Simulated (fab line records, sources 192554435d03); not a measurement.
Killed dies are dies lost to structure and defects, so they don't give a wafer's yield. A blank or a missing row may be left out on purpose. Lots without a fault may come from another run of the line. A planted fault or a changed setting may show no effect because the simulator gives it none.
Chamber matching | flow n5_finfet | N5_BEOL_M12_ETCH_68 on rie_diel-03: 4 sister chambers
The step etches SOC in N2/H2, time 285 s. 4 wafers are shown with their chamber, then 7 later ones without.

WAFERS WITH THEIR CHAMBER
wafer  | chamber | throttle_valve_pct (%)
L949.5 | 3       | 17.41
L949.6 | 0       | 17.93
L951.1 | 1       | 17.96
L951.3 | 2       | 17.80

WAFERS WITHOUT THEIR CHAMBER
wafer  | throttle_valve_pct (%)
L951.6 | 17.93
L953.4 | 17.97
L953.5 | 17.98
L953.6 | 17.42
L960.1 | 18.01
L960.4 | 17.43
L960.5 | 17.84

WHICH CHAMBER EACH WENT THROUGH
wafer  | from the rows above     | in truth
L951.6 | can't be placed: 0 or 1 | 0
L953.4 | can't be placed: 1 or 0 | 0
L953.5 | can't be placed: 1 or 0 | 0
L953.6 | 3                       | 3
L960.1 | can't be placed: 1 or 0 | 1
L960.4 | 3                       | 3
L960.5 | can't be placed: 2 or 0 | 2
Placed correctly: 2 of 7. Can't be placed from these rows: 5 (the true chamber is among the candidates in 5). Placed wrongly: 0.
How it was worked out, from the rows above alone: a wafer's distance from a chamber is the root of the sum, over the readings, of the square of ((its reading less the chamber's mean) divided by the reading's scatter). The wafer belongs to the nearest chamber; if the next one is less than 2 further off, it can't be placed. A chamber's mean is the mean of its shown wafers. The scatter: with one shown wafer a chamber, the root of the mean of the squares of how far each hidden wafer lies from its nearest shown one.
